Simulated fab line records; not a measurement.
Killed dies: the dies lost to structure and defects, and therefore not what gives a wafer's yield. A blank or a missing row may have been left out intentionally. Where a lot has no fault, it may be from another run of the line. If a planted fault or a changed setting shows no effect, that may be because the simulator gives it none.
fab line records	flow n5_finfet
record: lots: 8	wafers: 24	last_day: 18
route steps=1938 shown PMOS_HMC_CHANNEL_EPI@81 FIN_SAQP@94 FIN_CUT@165 BEOL_M4@1111 PASSIVATION@1936
lots untouched by any fault: they come from a run of this same line in which no faults occurred
start_h: hours from the record's opening day to when the first of the lot's shown wafers began	wait_h: time in hours since the lot's previous step	" the same as in the row above	L1.1+2: a single row standing in for several wafers	- either no value or no given start	* or withheld: withheld	< > ~ a bound
route shown NAME@n: a module of which the file shows steps, and the number in the route of the first	usual: mean/standard deviation of fault-free wafers	same: alike in all rows	chamber/n: place in a boat	sites: the reading at each site	_std_site: standard deviation of those values	_edge_site: inner sites' mean taken away from outer sites' mean	radius_mm: for every site, how far away it sits from the centre of the wafer	mask NAME#n: copy n	behind: the last tool/chamber to shape the wafer	hold: cause of the lot's hold/its duration in hours/its outcome	device: the transistor (n, p or np) that didn't switch	end of line: the tests these same wafers got at the end of their route	a step without rows: its recipe alone	killed: at the first sort, the dies lost to defects and structure; wafer yield is something else	map: a wafer's dies, x killed, . not, _ none there
set.NAME: the setting the step ran with; set.NAME@STEP: the setting that earlier step ran with	model.NAME: the simulator's own value behind a step, which no gauge read
one table for each step of the route and one row for each wafer, over a sample of lots
services: a tool's chamber out of use, with start hour (start_h, from the record's first day; less than 0 if before it), hours out, and reason
== steps ==
step: N5_PMOS_HMC_CHANNEL_EPI_CMP_21
recipe: material: SiGe30	post_cmp_clean: alkaline_brush	target_thk_nm: 54
usual: motor_current_A: 11.6/1	pad_life_wafers: 841/430	retaining_ring_pressure_frac: 1.000/0.0053
lot.wafer	tool	chamber	start_h	wait_h	motor_current_A	pad_life_wafers	retaining_ring_pressure_frac
L976.1	cmp-04	3	45.68	0.0	11.7	30	0.999
L976.3	"	0	"	"	13.9	31	0.998
L976.6	"	0	"	"	14.0	-	0.992
L977.3	cmp-02	3	49.70	0.0	11.1	612	1.006
L977.2	"	0	"	"	10.6	613	1.006
L977.5	"	3	"	"	11.1	-	0.997
L979.1	cmp-02	1	62.02	0.1	12.4	703	1.001
L979.4	"	2	"	"	10.7	704	0.993
L979.6	"	0	"	"	10.0	-	0.996
L984.4	cmp-03	3	91.63	0.0	11.3	960	0.989
L984.1	"	2	"	"	11.3	963	0.999
L984.5	"	3	"	"	11.5	-	0.997
L986.3	cmp-03	0	103.73	0.0	11.2	1050	0.995
L986.6	"	0	"	"	12.1	-	0.999
L986.5	"	1	"	"	11.4	-	1.000
L989.4	cmp-02	2	121.36	0.1	10.6	1135	0.996
L989.1	"	3	"	"	11.2	1136	1.011
L989.6	"	2	"	"	11.0	-	1.007
L990.2	cmp-04	1	128.39	0.1	12.4	619	0.999
L990.3	"	3	"	"	11.7	621	1.001
L990.6	"	1	"	"	12.0	-	1.006
L993.4	cmp-02	1	146.18	0.0	12.5	1290	0.996
L993.2	"	3	"	"	11.0	1292	1.003
L993.5	"	2	"	"	11.0	-	1.005
step: N5_FIN_SAQP_ALD_61
recipe: material: SiO2	target_thk_a: 40	temp_c: 300	ald_precursor_family: BDEAS	ald_co_reactant: O2-plasma	pulse_time_s: 1	purge_time_s: 2	co_reactant_purge_time_s: 2	ald_cycles: 43	pressure_torr: 2
usual: heater_power_w: 472/55	precursor_pulse_height_rel: 1.000/0.021
lot.wafer	tool	chamber	start_h	wait_h	heater_power_w	precursor_pulse_height_rel
L976.1	ald_sin-04	0	46.58	0.0	498	0.981
L976.3	"	2	"	"	554	0.996
L976.6	"	3	"	"	440	0.999
L977.2	ald_sin-03	2	50.70	0.0	524	0.982
L977.3	"	1	"	"	457	1.000
L977.5	"	3	"	"	360	1.002
L979.1	ald_sin-03	0	62.98	0.0	475	0.988
L979.4	"	2	"	"	520	0.998
L979.6	"	2	"	"	513	1.021
L984.1	ald_sin-03	0	92.88	0.3	489	1.010
L984.4	"	3	"	"	369	1.028
L984.5	"	1	"	"	474	0.984
L986.3	ald_sin-01	2	104.94	0.3	420	1.010
L986.5	"	0	"	"	443	0.959
L986.6	"	1	"	"	541	1.066
L989.1	ald_sin-04	1	122.52	0.0	471	0.982
L989.4	"	3	"	"	447	0.994
L989.6	"	3	"	"	449	0.994
L990.2	ald_sin-04	2	129.25	0.0	556	0.987
L990.3	"	1	"	"	467	1.038
L990.6	"	1	"	"	463	1.004
L993.2	ald_sin-01	3	147.08	0.0	430	1.000
L993.4	"	3	"	"	425	0.976
L993.5	"	2	"	"	411	0.991
step: N5_FIN_SAQP_INSPECT_18
recipe: mode: adi	inspect_instrument: brightfield
usual: raw_defect_count: 422/110
lot.wafer	tool	chamber	start_h	wait_h	raw_defect_count
L976.1	defect_inspect-02	-	47.91	0.0	518
L976.3	"	-	"	"	438
L976.6	"	-	"	"	424
L977.2	defect_inspect-02	-	51.96	0.0	503
L977.3	"	-	"	"	496
L977.5	"	-	"	"	450
L979.1	defect_inspect-02	-	64.23	0.0	640
L979.4	"	-	"	"	443
L979.6	"	-	"	"	535
L984.1	defect_inspect-02	-	94.14	0.0	422
L984.4	"	-	"	"	411
L984.5	"	-	"	"	800
L986.3	defect_inspect-01	-	106.41	0.0	310
L986.5	"	-	"	"	242
L986.6	"	-	"	"	300
L989.1	defect_inspect-02	-	123.65	0.0	253
L989.4	"	-	"	"	354
L989.6	"	-	"	"	379
L990.2	defect_inspect-02	-	130.39	0.0	418
L990.3	"	-	"	"	600
L990.6	"	-	"	"	592
L993.2	defect_inspect-01	-	148.23	0.0	458
L993.4	"	-	"	"	327
L993.5	"	-	"	"	273
step: N5_FIN_SAQP_HM_OPEN_73
recipe: chemistry: CHF3/O2	target: SiO2	stop_on: a-Si	target_depth_a: 120	over_etch_frac: 1.8	mask_material: SOC	time_s: 16.8	pressure_mtorr: 30	source_w: 650	bias_w: 170	Ar_flow_sccm: 200	CHF3_flow_sccm: 50	O2_flow_sccm: 5	ion_energy_ev: 200	ends: end_point
usual: drypump_motor_current_A: 5.6/0.52	oes_product_au: 0.48/0.059	rf_vpp_V: 525/7.3	showerhead_plenum_p_Torr: 2.43/0.091	throttle_valve_pct: 18.88/0.24
lot.wafer	tool	chamber	start_h	wait_h	drypump_motor_current_A	oes_product_au	rf_hours_counter_h	rf_vpp_V	showerhead_plenum_p_Torr	throttle_valve_pct
L976.1	rie_diel-06	2	48.14	0.0	5.4	0.42	197	525	2.48	18.94
L976.3	"	1	"	"	5.9	0.39	292	522	2.27	19.11
L976.6	"	1	"	"	5.9	0.40	-	520	2.27	19.09
L977.2	rie_diel-06	3	52.31	0.0	5.0	0.41	258	524	2.29	19.45
L977.3	"	2	"	"	5.4	0.43	199	525	2.48	18.93
L977.5	"	2	"	"	5.4	0.43	-	526	2.48	18.92
L979.1	rie_diel-03	1	64.47	0.0	6.3	0.50	61	535	2.46	18.51
L979.4	"	0	"	"	5.2	0.50	72	526	2.53	18.83
L979.6	"	1	"	"	6.3	0.50	-	533	2.46	18.51
L984.1	rie_diel-06	0	94.37	0.0	5.3	0.41	246	522	2.45	19.03
L984.4	"	2	"	"	5.4	0.43	-	525	2.47	18.95
L984.5	"	1	"	"	5.9	0.57	-	533	2.57	18.66
L986.3	rie_diel-06	0	106.75	0.0	5.3	0.41	249	524	2.45	19.04
L986.5	"	2	"	"	5.3	0.42	-	525	2.47	18.96
L986.6	"	3	"	"	5.0	0.59	-	533	2.58	19.01
L989.1	rie_diel-06	2	123.92	0.0	5.4	0.42	223	525	2.47	18.98
L989.4	"	1	"	"	5.9	0.56	-	531	2.57	18.67
L989.6	"	2	"	"	5.4	0.42	-	526	2.47	18.97
L990.2	rie_diel-04	0	130.62	0.0	5.0	0.48	77	514	2.36	18.90
L990.3	"	2	"	"	6.7	0.41	203	524	2.39	19.27
L990.6	"	2	"	"	6.8	0.42	-	524	2.39	19.27
L993.2	rie_diel-06	1	148.46	0.0	5.9	0.55	25	531	2.57	18.69
L993.4	"	2	"	"	5.3	0.42	231	526	2.47	18.99
L993.5	"	1	"	"	5.9	0.55	-	530	2.57	18.69
step: N5_FIN_SAQP_RECESS_75
recipe: chemistry: HF/NH3	target: SiO2	target_depth_a: 144	afs_cycles: 3	temp_c: 30	sublimation_temp_c: 180	sublimation_time_s: 60
usual: drypump_motor_current_A: 5.6/0.33	temp_c: 30.02/0.11
lot.wafer	tool	chamber	start_h	wait_h	drypump_motor_current_A	temp_c
L976.1	vapor_etch-01	1	48.65	0.0	5.4	30.07
L976.3	"	1	"	"	5.4	30.18
L976.6	"	0	"	"	5.9	30.01
L977.2	vapor_etch-02	0	53.13	0.3	5.2	30.01
L977.3	"	0	"	"	5.2	30.03
L977.5	"	0	"	"	5.2	30.08
L979.1	vapor_etch-02	1	64.97	0.0	5.9	30.14
L979.4	"	1	"	"	5.9	29.95
L979.6	"	1	"	"	5.8	30.23
L984.1	vapor_etch-01	1	94.89	0.0	5.3	29.88
L984.4	"	0	"	"	5.9	29.98
L984.5	"	0	"	"	5.9	30.05
L986.3	vapor_etch-02	0	107.38	0.2	5.2	30.07
L986.5	"	0	"	"	5.2	30.02
L986.6	"	1	"	"	5.9	30.02
L989.1	vapor_etch-02	1	124.65	0.0	5.9	29.82
L989.4	"	0	"	"	5.2	30.09
L989.6	"	0	"	"	5.2	30.00
L990.2	vapor_etch-02	0	131.18	0.1	5.2	29.86
L990.3	"	1	"	"	5.9	29.88
L990.6	"	1	"	"	5.9	29.90
L993.2	vapor_etch-02	1	148.97	0.0	5.8	30.13
L993.4	"	1	"	"	5.8	29.95
L993.5	"	0	"	"	5.2	30.07
step: N5_FIN_SAQP_INSPECT_40
recipe: inspect_instrument: brightfield	mode: aei
usual: raw_defect_count: 221/73
lot.wafer	tool	chamber	start_h	wait_h	raw_defect_count
L976.1	defect_inspect-01	-	52.75	0.0	162
L976.3	"	-	"	"	129
L976.6	"	-	"	"	130
L977.2	defect_inspect-01	-	57.13	0.0	265
L977.3	"	-	"	"	217
L977.5	"	-	"	"	164
L979.1	defect_inspect-01	-	68.63	0.0	252
L979.4	"	-	"	"	347
L979.6	"	-	"	"	259
L984.1	defect_inspect-02	-	100.85	0.0	191
L984.4	"	-	"	"	180
L984.5	"	-	"	"	627
L986.3	defect_inspect-01	-	110.86	0.0	182
L986.5	"	-	"	"	189
L986.6	"	-	"	"	150
L989.1	defect_inspect-02	-	128.80	0.0	191
L989.4	"	-	"	"	177
L989.6	"	-	"	"	158
L990.2	defect_inspect-01	-	134.90	0.0	253
L990.3	"	-	"	"	237
L990.6	"	-	"	"	235
L993.2	defect_inspect-01	-	152.95	0.0	196
L993.4	"	-	"	"	182
L993.5	"	-	"	"	140
step: N5_FIN_CUT_INSPECT_10
recipe: mode: adi	inspect_instrument: brightfield
usual: raw_defect_count: 42/14
lot.wafer	tool	chamber	start_h	wait_h	raw_defect_count
L976.1	defect_inspect-02	-	53.14	0.1	44
L976.3	"	-	"	"	42
L976.6	"	-	"	"	32
L977.2	defect_inspect-01	-	57.65	0.0	43
L977.3	"	-	"	"	45
L977.5	"	-	"	"	32
L979.1	defect_inspect-01	-	69.02	0.1	33
L979.4	"	-	"	"	65
L979.6	"	-	"	"	51
L984.1	defect_inspect-02	-	101.37	0.1	46
L984.4	"	-	"	"	30
L984.5	"	-	"	"	439
L986.3	defect_inspect-02	-	111.38	0.0	44
L986.5	"	-	"	"	41
L986.6	"	-	"	"	38
L989.1	defect_inspect-02	-	129.20	0.1	25
L989.4	"	-	"	"	35
L989.6	"	-	"	"	42
L990.2	defect_inspect-02	-	135.42	0.0	51
L990.3	"	-	"	"	40
L990.6	"	-	"	"	40
L993.2	defect_inspect-02	-	153.34	0.0	52
L993.4	"	-	"	"	48
L993.5	"	-	"	"	38
step: N5_BEOL_M4_RC_MEAS_101
usual: DIBL_N: 36.0/2.2	DIBL_P: 36.2/2.4	IOFF_N: 0.16/0.035	IOFF_P: 0.21/0.037	ION_N: 672/13	ION_P: 461/7	SS_N: 71.4/0.69	SS_P: 73.2/0.75	VT_N: 250/3.4	VT_P: -251/3
lot.wafer	tool	chamber	start_h	wait_h	DIBL_N[mV/V]	DIBL_P[mV/V]	IOFF_N[nA/um]	IOFF_P[nA/um]	ION_N[uA/um]	ION_P[uA/um]	SS_N[mV/dec]	SS_P[mV/dec]	VT_N[mV]	VT_P[mV]
L976.1	prober-02	0	232.31	0.0	34.8	35.5	0.14	0.20	672	463	70.9	73.6	252	-252
L976.3	"	0	"	"	34.9	35.1	0.14	0.20	666	462	70.7	72.9	251	-248
L976.6	"	0	"	"	33.5	34.3	0.12	0.18	661	457	70.3	72.7	254	-251
L979.1	prober-02	0	235.70	0.0	34.2	33.5	0.13	0.18	675	465	70.3	72.5	252	-250
L979.4	"	0	"	"	36.7	37.9	0.18	0.24	684	471	71.8	73.6	246	-246
L979.6	"	0	"	"	36.2	36.5	0.16	0.22	683	460	70.8	73.1	249	-250
L977.2	prober-02	0	236.88	0.2	37.0	39.5	0.18	0.26	667	465	72.0	74.1	252	-250
L977.3	"	0	"	"	36.6	38.0	0.17	0.23	674	460	71.6	74.1	248	-251
L977.5	"	0	"	"	34.1	35.2	0.13	0.19	660	463	71.6	72.9	254	-254
L984.1	prober-02	0	271.14	0.0	38.0	37.7	0.17	0.22	666	463	72.0	74.5	251	-251
L984.4	"	0	"	"	37.4	37.5	0.16	0.22	669	457	71.3	73.8	252	-249
L984.5	"	0	"	"	40.8	40.8	0.24	0.28	692	470	72.7	74.1	244	-248
L986.3	prober-02	0	302.42	0.3	35.7	36.3	0.16	0.20	673	466	71.7	73.6	251	-253
L986.5	"	0	"	"	36.6	37.7	0.17	0.22	665	464	72.0	73.7	251	-252
L986.6	"	0	"	"	34.8	36.3	0.15	0.20	669	458	71.0	73.3	250	-253
L989.1	prober-01	0	302.65	0.0	36.3	34.9	0.13	0.19	659	452	71.5	73.4	252	-250
L989.4	"	0	"	"	32.1	30.5	0.09	0.14	651	450	69.7	72.0	258	-256
L989.6	"	0	"	"	32.0	30.6	0.09	0.14	647	452	69.8	71.9	259	-254
L990.2	prober-01	0	304.76	0.2	40.9	41.1	0.26	0.30	700	476	72.6	75.2	243	-247
L990.3	"	0	"	"	38.3	37.2	0.18	0.23	689	466	71.8	73.6	249	-251
L990.6	"	0	"	"	38.9	38.2	0.20	0.24	691	462	71.8	74.7	249	-249
L993.2	prober-02	0	333.93	0.2	36.0	34.2	0.14	0.21	677	467	71.6	73.0	251	-244
L993.4	"	0	"	"	39.7	38.0	0.20	0.28	687	476	71.6	73.2	247	-243
L993.5	"	0	"	"	38.7	37.5	0.18	0.26	677	471	71.9	73.5	247	-245
step: N5_PASSIVATION_PROBE_49
usual: defect_limited_yield: 91.2/1.4	killed_at_M0_to_M3: 34/9.4	killed_at_M4_up: 14/5.6	killed_at_contacts: 13/7.8	killed_at_front_end: 37/10	killed_at_other: 4/3.3	killed_dies: 103/17	killed_open: 68/13	killed_short: 33/8.2	sort_bin_5_function: 5.1/0.92	sort_bin_6_memory: 3.3/0.71	sort_bin_8_speed: 0.01/0.043	sort_n_pass: 1077/17
same: gross_dies: 1180	killed_at_back_side: 0	sort_bin_4_leakage[%]: 0
lot.wafer	tool	chamber	start_h	wait_h	defect_limited_yield[%]	killed_at_M0_to_M3	killed_at_M4_up	killed_at_contacts	killed_at_front_end	killed_at_other	killed_dies	killed_open	killed_short	sort_bin_5_function[%]	sort_bin_6_memory[%]	sort_bin_8_speed[%]	sort_n_pass
L976.1	prober-01	-	333.99	0.0	93.6	25	12	8	29	1	75	45	26	4.1	2.1	0	1105
L976.3	prober-01	-	334.09	0.1	90.1	24	15	24	51	3	117	81	28	5.1	4.2	0	1063
L976.6	prober-01	-	334.24	0.3	89.8	39	27	19	31	4	120	75	37	5.8	3.5	0	1060
L984.1	prober-01	-	381.59	0.0	93.1	14	9	20	36	2	81	45	22	3.1	2.5	0	1099
L984.4	prober-01	-	381.74	0.2	92.6	35	10	23	19	0	87	61	24	3.6	3.4	0.17	1093
L984.5	prober-01	-	381.79	0.2	85.2	25	6	11	125	8	175	47	31	8.8	4.2	0.08	1005
L989.1	prober-01	-	407.89	0.0	88.7	43	12	25	49	4	133	72	61	6.6	4.2	0	1047
L989.6	prober-01	-	408.14	0.3	86.4	37	12	25	76	10	160	107	52	7.1	5.8	0	1020
L993.2	prober-01	-	441.26	0.3	91.9	51	11	7	26	1	96	61	34	5.0	2.9	0	1084
L993.4	prober-01	-	441.36	0.4	89.1	55	23	16	34	1	129	90	28	5.8	4.2	0	1051
L993.5	prober-01	-	441.41	0.4	87.9	67	12	31	31	2	143	104	38	8.0	3.6	0	1037
killed by level:class
L976.1 GATE_CUT:geometric_particle:open=7 MOL_CONTACT_COAG:geometric_particle:open=6 FIN_SAQP:geometric_particle:open=5 BEOL_M1:geometric_particle:open=5 BEOL_M3:geometric_particle:open=5 BEOL_M4:geometric_particle:open=5 BEOL_M0_SAQP:geometric_particle:short=4 STARTING-WAFER:geometric_particle:short=4
L976.3 MOL_CONTACT_COAG:geometric_particle:open=21 FIN_SAQP:geometric_particle:open=15 GATE_CUT:geometric_particle:short=8 BEOL_M0_SAQP:geometric_particle:open=7 BEOL_M3:geometric_particle:open=6 STI_FIN_REVEAL:geometric_particle:open=5 HKMG_FIN:area_etch=5 STARTING-WAFER:geometric_particle:open=4
L976.6 MOL_CONTACT_COAG:geometric_particle:open=17 BEOL_M3:geometric_particle:open=9 BEOL_M0_SAQP:geometric_particle:open=8 BEOL_M4:geometric_particle:short=7 BEOL_M4:geometric_particle:open=6 DUMMY_GATE:geometric_particle:open=6 HKMG_FIN:area_etch=6 FIN_SAQP:geometric_particle:open=5
L984.1 MOL_CONTACT_COAG:geometric_particle:open=16 HKMG_FIN:area_etch=12 BEOL_M3:geometric_particle:open=6 BEOL_M4:geometric_particle:open=5 MOL_CONTACT_COAG:geometric_particle:short=4 DUMMY_GATE:geometric_particle:open=3 ILD0:geometric_particle:short=3 GATE_CUT:geometric_particle:short=3
L984.4 MOL_CONTACT_COAG:geometric_particle:open=20 BEOL_M2:geometric_particle:open=8 BEOL_M0_SAQP:geometric_particle:short=7 BEOL_M0_SAQP:geometric_particle:open=5 BEOL_M3:geometric_particle:open=5 BEOL_M1:geometric_particle:open=4 BEOL_M4:geometric_particle:open=4 STI_FIN_REVEAL:geometric_particle:short=3
L984.5 FIN_SAQP:unspecified=96 MOL_CONTACT_COAG:geometric_particle:open=9 FIN_SAQP:geometric_particle:open=7 FIN_SAQP:geometric_particle:short=6 BEOL_M0_SAQP:geometric_particle:short=6 BEOL_M0_SAQP:geometric_particle:open=5 ILD0:geometric_particle:open=4 MIM_TOP_ETCH:geometric_particle:short=4
L989.1 FIN_SAQP:geometric_particle:short=21 BEOL_M0_SAQP:geometric_particle:short=16 MOL_CONTACT_COAG:geometric_particle:open=16 BEOL_M0_SAQP:geometric_particle:open=13 MOL_CONTACT_COAG:geometric_particle:short=9 STI_FIN_REVEAL:geometric_particle:open=8 BEOL_M3:geometric_particle:open=5 BEOL_M0:geometric_particle:open=5
L989.6 MOL_CONTACT_COAG:geometric_particle:open=19 FIN_SAQP:geometric_particle:open=18 STI_FIN_REVEAL:geometric_particle:open=16 FIN_SAQP:geometric_particle:short=15 BEOL_M0_SAQP:geometric_particle:open=10 BEOL_M0_SAQP:geometric_particle:short=10 DUMMY_GATE:geometric_particle:open=7 BEOL_M2:geometric_particle:open=7
L993.2 BEOL_M0_SAQP:geometric_particle:open=14 BEOL_M0_SAQP:geometric_particle:short=12 STI_FIN_REVEAL:geometric_particle:open=8 BEOL_M1:geometric_particle:open=8 BEOL_M3:geometric_particle:open=7 STARTING-WAFER:geometric_particle:short=7 STARTING-WAFER:geometric_particle:open=6 MOL_CONTACT_COAG:geometric_particle:open=5
L993.4 BEOL_M3:geometric_particle:open=15 BEOL_M1:geometric_particle:open=14 MOL_CONTACT_COAG:geometric_particle:open=13 BEOL_M4:geometric_particle:open=11 HKMG_FIN:area_etch=9 BEOL_M0_SAQP:geometric_particle:short=8 STI_FIN_REVEAL:geometric_particle:open=7 BEOL_M1:geometric_particle:short=7
L993.5 BEOL_M3:geometric_particle:open=31 MOL_CONTACT_COAG:geometric_particle:open=23 STI_FIN_REVEAL:geometric_particle:open=10 MOL_CONTACT_COAG:geometric_particle:short=8 GATE_CUT:geometric_particle:short=7 BEOL_M4:geometric_particle:open=7 BEOL_M1:geometric_particle:open=7 BEOL_M3:geometric_particle:short=7
== services ==
tool	chamber	start_h	hours	kind
cmp-02	-	24.67	2.0	repair
rie_diel-04	0	33.73	4.9	repair
cmp-04	-	36.48	4.0	pm
cmp-02	-	37.90	2.7	repair
rie_diel-06	3	40.78	3.3	repair
cmp-04	-	41.18	2.0	repair
cmp-03	-	44.41	3.1	repair
cmp-04	-	59.60	1.8	repair
cmp-03	-	61.63	1.8	repair
cmp-02	-	63.53	3.0	repair
ald_sin-01	-	65.57	0.7	repair
cmp-03	-	67.79	2.6	repair
ald_sin-03	0	73.62	5.7	repair
rie_diel-06	-	74.08	0.7	repair
cmp-03	-	76.05	1.3	repair
ald_sin-03	-	80.68	6.1	pm
ald_sin-01	-	85.75	14.0	pm
ald_sin-03	-	108.58	0.9	repair
cmp-04	-	112.58	3.5	pm
ald_sin-03	-	119.99	2.8	pm
vapor_etch-01	-	128.24	15.6	pm
cmp-02	-	129.15	4.9	repair
ald_sin-03	1	130.03	1.8	repair
ald_sin-01	2	130.46	7.6	repair
== key ==
first_sign: step: N5_FIN_SAQP_INSPECT_18	reading: raw_defect_count	direction: up	sigmas: 3.3	usual: 422	struck: 800
effect: step: N5_FIN_SAQP_INSPECT_40	reading: raw_defect_count	direction: up	sigmas: 5.6	usual: 221	struck: 627
effect: step: N5_FIN_CUT_INSPECT_10	reading: raw_defect_count	direction: up	sigmas: 28	usual: 42	struck: 439
effect: step: N5_PASSIVATION_PROBE_49	reading: killed_at_front_end	direction: up	sigmas: 8.4	usual: 37	struck: 125
more_kills_born_at: N5_FIN_SAQP_ALD_61@ald_sin-03: 96
met_at N5_FIN_SAQP_ALD_61
struck_lots L984
struck_wafers L984.5
baseline_loss: step: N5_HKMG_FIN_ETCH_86	wafers: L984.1
not_acting_at N5_PMOS_HMC_CHANNEL_EPI_CMP_21,N5_FIN_SAQP_HM_OPEN_73,N5_FIN_SAQP_RECESS_75
onset_between 50.70 92.88
fault: kind: chamber_particle_source	tool: ald_sin-03	chamber: 1	onset_h: 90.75	steps: N5_FIN_SAQP_ALD_61	rate_per_visit_cm2: 0.63918	end_h: 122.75
baseline_loss: these wafers lose ten dies or more at that step, a loss of the line's own and not of a fault; the sort's usual values leave them out
